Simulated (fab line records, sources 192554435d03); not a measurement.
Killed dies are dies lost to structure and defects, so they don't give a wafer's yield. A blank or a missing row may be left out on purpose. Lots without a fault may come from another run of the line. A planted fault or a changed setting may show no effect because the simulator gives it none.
Which tool did it? | flow n5_finfet | 24 lots, 72 wafers sampled, at 4 steps of a route of 1938

WHAT THE GAUGES READ, wafer by wafer
N5_DUMMY_GATE_INSPECT_27: inspects for defects (brightfield). Usual: raw_defect_count 269, standard deviation 66.
lot  | measured    | on                | raw_defect_count | flag
L074 | day 3 00:44 | defect_inspect-02 | 300 287 291      |
L075 | day 3 09:08 | defect_inspect-01 | 247 249 276      |
L076 | day 3 12:11 | defect_inspect-02 | 260 268 255      |
L077 | day 3 17:07 | defect_inspect-02 | 209 226 305      |
L078 | day 3 23:24 | defect_inspect-01 | 242 290 322      |
L079 | day 4 04:43 | defect_inspect-02 | 159 250 265      |
L080 | day 4 11:54 | defect_inspect-01 | 368 223 221      |
L081 | day 4 19:20 | defect_inspect-02 | 211 163 216      |
L082 | day 5 00:58 | defect_inspect-02 | 265 353 373      |
L083 | day 5 07:52 | defect_inspect-02 | 171 264 256      |
L084 | day 5 15:45 | defect_inspect-01 | 199 203 213      |
L085 | day 5 18:26 | defect_inspect-01 | 280 358 433      |
L086 | day 6 00:15 | defect_inspect-02 | 201 255 221      |
L087 | day 6 08:13 | defect_inspect-02 | 337 341 327      |
L088 | day 6 13:11 | defect_inspect-02 | 198 186 226      |
L089 | day 6 19:11 | defect_inspect-01 | 191 309 331      |
L090 | day 6 23:02 | defect_inspect-02 | 225 344 222      |
L091 | day 7 10:20 | defect_inspect-01 | 295 276 195      |
L092 | day 7 12:02 | defect_inspect-01 | 267 209 245      |
L093 | day 7 18:09 | defect_inspect-02 | 271 323 273      |
L094 | day 8 04:29 | defect_inspect-02 | 292 288 234      |
L095 | day 8 05:04 | defect_inspect-01 | 368 358 441      |
L096 | day 8 12:17 | defect_inspect-01 | 327 231 350      |
L097 | day 8 15:59 | defect_inspect-02 | 253 285 144      |

N5_SD_EPI_P_OVL_MEAS_10. Usual: SD_P_BLK_OVL 0.3 nm, standard deviation 0.69.
lot  | measured    | on         | SD_P_BLK_OVL (nm) | flag
L074 | day 3 06:37 | overlay-01 | 0.6 0.3 1.4       |
L075 | day 3 17:14 | overlay-01 | 1.1 0.4 0.4       |
L076 | day 3 17:35 | overlay-02 | -0.3 -0.8 -0.1    |
L077 | day 3 22:31 | overlay-01 | 0.5 -0.2 0.2      |
L078 | day 4 05:44 | overlay-02 | -0.2 -0.2 -0.5    |
L079 | day 4 14:01 | overlay-02 | 1.0 1.1 0.0       |
L080 | day 4 19:25 | overlay-01 | 1.1 1.8 1.2       |
L081 | day 5 01:13 | overlay-01 | 0.6 -0.4 0.6      |
L082 | day 5 07:26 | overlay-01 | 0.0 0.0 -0.2      |
L083 | day 5 14:01 | overlay-02 | -0.7 -0.5 -0.7    |
L084 | day 6 00:28 | overlay-02 | -0.4 0.8 -0.6     |
L085 | day 6 00:46 | overlay-01 | -0.4 0.7 0.6      |
L086 | day 6 05:46 | overlay-01 | 0.4 0.7 0.7       |
L087 | day 6 13:41 | overlay-01 | 0.9 0.6 1.7       |
L088 | day 6 18:32 | overlay-01 | 0.4 0.9 0.7       |
L089 | day 7 00:58 | overlay-02 | 0.4 -0.1 -0.7     |
L090 | day 7 05:47 | overlay-01 | 0.8 -0.3 0.9      |
L091 | day 7 15:40 | overlay-02 | 0.5 -0.3 0.6      |
L092 | day 7 17:17 | overlay-01 | -0.8 -1.2 0.0     |
L093 | day 8 00:14 | overlay-02 | 1.2 0.8 -0.7      |
L094 | day 8 10:05 | overlay-02 | 1.1 -0.5 0.4      |
L095 | day 8 11:19 | overlay-01 | 1.2 0.8 0.5       |
L096 | day 8 17:53 | overlay-01 | 0.8 0.1 0.4       |
L097 | day 8 22:23 | overlay-01 | -0.8 -1.3 -1.0    |

WHICH TOOL RAN EACH LOT (tool, then ch and the chambers of the sampled wafers, then the start)
lot  | N5_SPACER0_ALD_00                | N5_SD_EPI_N_ETCH_34
L074 | ald_sin-03 ch 0,2,3, day 3 00:56 | rie_diel-06 ch 0,3, day 3 01:55
L075 | ald_sin-02 ch 0,2,3, day 3 09:20 | rie_diel-01 ch 0,1,2, day 3 10:32
L076 | ald_sin-01 ch 0,3, day 3 12:23   | rie_diel-06 ch 0,3, day 3 13:11
L077 | ald_sin-01 ch 0,2,3, day 3 17:22 | rie_diel-02 ch 1,2,3, day 3 18:17
L078 | ald_sin-01 ch 1,2, day 3 23:35   | rie_diel-06 ch 0,2, day 4 00:40
L079 | ald_sin-03 ch 1,2,3, day 4 04:55 | rie_diel-01 ch 0,1,3, day 4 07:02
L080 | ald_sin-02 ch 1,3, day 4 12:35   | rie_diel-02 ch 1,2, day 4 13:32
L081 | ald_sin-01 ch 0,1,3, day 4 19:31 | rie_diel-02 ch 0,1,3, day 4 20:20
L082 | ald_sin-02 ch 0,1,2, day 5 02:09 | rie_diel-06 ch 0,3, day 5 03:06
L083 | ald_sin-03 ch 1,3, day 5 08:03   | rie_diel-06 ch 0,2,3, day 5 08:52
L084 | ald_sin-01 ch 0,1,2, day 5 17:38 | rie_diel-06 ch 0,2,3, day 5 18:35
L085 | ald_sin-02 ch 0,1, day 5 18:37   | rie_diel-02 ch 1,3, day 5 19:34
L086 | ald_sin-02 ch 1,3, day 6 00:28   | rie_diel-02 ch 0,1, day 6 01:24
L087 | ald_sin-01 ch 0,2, day 6 08:25   | rie_diel-01 ch 0,1,2, day 6 09:25
L088 | ald_sin-01 ch 1,2,3, day 6 13:23 | rie_diel-06 ch 0,1,3, day 6 14:19
L089 | ald_sin-02 ch 0,1,2, day 6 19:23 | rie_diel-01 ch 0,1,2, day 6 20:19
L090 | ald_sin-02 ch 0,3, day 6 23:13   | rie_diel-02 ch 1,2,3, day 7 00:20
L091 | ald_sin-01 ch 0,3, day 7 10:31   | rie_diel-02 ch 0,1,2, day 7 11:28
L092 | ald_sin-01 ch 0,3, day 7 12:13   | rie_diel-06 ch 0,1,2, day 7 13:02
L093 | ald_sin-02 ch 0,1,3, day 7 18:20 | rie_diel-01 ch 1,2, day 7 19:17
L094 | ald_sin-01 ch 0,1,2, day 8 04:41 | rie_diel-06 ch 0,1,3, day 8 05:37
L095 | ald_sin-01 ch 0,1,3, day 8 05:22 | rie_diel-02 ch 0,1,3, day 8 06:13
L096 | ald_sin-03 ch 1,2, day 8 12:30   | rie_diel-01 ch 2,3, day 8 13:19
L097 | ald_sin-02 ch 1,2,3, day 8 16:10 | rie_diel-06 ch 0,2, day 8 17:07
- N5_SPACER0_ALD_00: deposits SiOCN, target thk 3.5 nm, pulse time 3 s, purge time 2 s.
- N5_SD_EPI_N_ETCH_34: etches SiARC in CF4, target depth 45.5 nm, time 75.8 s.

WHAT THE TOOLS THEMSELVES READ (means of the sampled wafers that have a number; where no wafer has one, the mark that the record gives instead)
N5_SPACER0_ALD_00. Usual: heater_power_w 863 W, standard deviation 110; precursor_pulse_height_rel 1.000, standard deviation 0.022.
lot  | tool       | heater_power_w (W) | precursor_pulse_height_rel | flag
L074 | ald_sin-03 | 894                | 0.993                      |
L075 | ald_sin-02 | 838                | 1.013                      |
L076 | ald_sin-01 | 818                | 1.016                      |
L077 | ald_sin-01 | 880                | 1.000                      |
L078 | ald_sin-01 | 873                | 1.005                      |
L079 | ald_sin-03 | 1020               | 1.001                      |
L080 | ald_sin-02 | 895                | 0.982                      |
L081 | ald_sin-01 | 785                | 0.999                      |
L082 | ald_sin-02 | 847                | 1.011                      |
L083 | ald_sin-03 | 1070               | 0.967                      |
L084 | ald_sin-01 | 821                | 0.979                      |
L085 | ald_sin-02 | 888                | 0.987                      |
L086 | ald_sin-02 | 890                | 1.005                      |
L087 | ald_sin-01 | 902                | 1.001                      |
L088 | ald_sin-01 | 860                | 0.998                      |
L089 | ald_sin-02 | 839                | 0.978                      |
L090 | ald_sin-02 | 845                | 0.991                      |
L091 | ald_sin-01 | 850                | 0.985                      |
L092 | ald_sin-01 | 817                | 0.996                      |
L093 | ald_sin-02 | 870                | 0.997                      |
L094 | ald_sin-01 | 823                | 0.996                      |
L095 | ald_sin-01 | 778                | 1.008                      |
L096 | ald_sin-03 | 1093               | 1.027                      |
L097 | ald_sin-02 | 874                | 0.990                      |

N5_SD_EPI_N_ETCH_34. Usual: drypump_motor_current_A 5.7 A, standard deviation 0.44; etch_rf_on_time_s 74.4 s, standard deviation 1.9; oes_product_au 0.70 a.u., standard deviation 0.087; rf_vpp_V 184.1 V, standard deviation 1.1; showerhead_plenum_p_Torr 2.16 Torr, standard deviation 0.078; throttle_valve_pct 15.62 %, standard deviation 0.24.
lot  | tool        | drypump_motor_current_A (A) | etch_rf_on_time_s (s) | oes_product_au (a.u.) | rf_vpp_V (V) | showerhead_plenum_p_Torr (Torr) | throttle_valve_pct (%) | flag
L074 | rie_diel-06 | 5.7                         | 72.0                  | 0.80                  | 184.7        | 2.22                            | 15.37                  |
L075 | rie_diel-01 | 5.3                         | 76.5                  | 0.64                  | 183.8        | 2.13                            | 15.73                  |
L076 | rie_diel-06 | 5.6                         | 71.8                  | 0.77                  | 185.1        | 2.15                            | 15.47                  |
L077 | rie_diel-02 | 6.1                         | 75.2                  | 0.63                  | 184.4        | 2.14                            | 15.74                  |
L078 | rie_diel-06 | 5.6                         | 72.7                  | 0.75                  | 185.3        | 2.26                            | 15.52                  |
L079 | rie_diel-01 | 5.0                         | 76.5                  | 0.71                  | 183.4        | 2.10                            | 15.57                  |
L080 | rie_diel-02 | 5.9                         | 74.9                  | 0.62                  | 184.8        | 2.17                            | 15.73                  |
L081 | rie_diel-02 | 6.0                         | 75.3                  | 0.71                  | 185.0        | 2.17                            | 15.61                  |
L082 | rie_diel-06 | 5.7                         | 71.7                  | 0.77                  | 185.3        | 2.21                            | 15.41                  |
L083 | rie_diel-06 | 5.6                         | 72.8                  | 0.71                  | 184.9        | 2.19                            | 15.61                  |
L084 | rie_diel-06 | 5.6                         | 72.6                  | 0.71                  | 184.7        | 2.18                            | 15.62                  |
L085 | rie_diel-02 | 6.2                         | 76.2                  | 0.65                  | 183.7        | 2.09                            | 15.62                  |
L086 | rie_diel-02 | 5.8                         | 74.9                  | 0.76                  | 184.2        | 2.22                            | 15.45                  |
L087 | rie_diel-01 | 5.3                         | 75.9                  | 0.61                  | 183.8        | 2.12                            | 15.78                  |
L088 | rie_diel-06 | 5.8                         | 71.5                  | 0.78                  | 184.2        | 2.15                            | 15.41                  |
L089 | rie_diel-01 | 5.3                         | 75.8                  | 0.62                  | 183.7        | 2.12                            | 15.80                  |
L090 | rie_diel-02 | 6.1                         | 74.7                  | 0.68                  | 184.4        | 2.13                            | 15.63                  |
L091 | rie_diel-02 | 5.9                         | 75.5                  | 0.74                  | 183.9        | 2.19                            | 15.46                  |
L092 | rie_diel-06 | 5.8                         | 72.7                  | 0.74                  | 184.0        | 2.19                            | 15.57                  |
L093 | rie_diel-01 | 5.8                         | 76.6                  | 0.78                  | 183.4        | 2.15                            | 15.60                  |
L094 | rie_diel-06 | 5.8                         | 71.7                  | 0.75                  | 183.9        | 2.14                            | 15.45                  |
L095 | rie_diel-02 | 6.0                         | 74.9                  | 0.76                  | 183.4        | 2.16                            | 15.49                  |
L096 | rie_diel-01 | 5.7                         | 76.2                  | 0.78                  | 183.5        | 2.13                            | 15.40                  |
L097 | rie_diel-06 | 5.6                         | 73.3                  | 0.65                  | 185.2        | 2.22                            | 15.80                  |

THE ANSWER, worked out from the rows above alone
Rule: a lot is off if the mean of its wafers that have a number lies more than 3 standard deviations from the usual mean. A lot without any number at a reading at which 4 lots or more have one is off too. The other lots that the step has rows for count as sound. The gauges are gone through in route order, then the tools' own readings, and for those a lot's mean is taken as printed above. The first step at which some lot is off is used, and at that step the reading that is off furthest; a lot without a number counts as furthest.
No lot is off at any reading shown: from this, nothing can be told.

WHAT THE SIMULATOR HAD PUT IN
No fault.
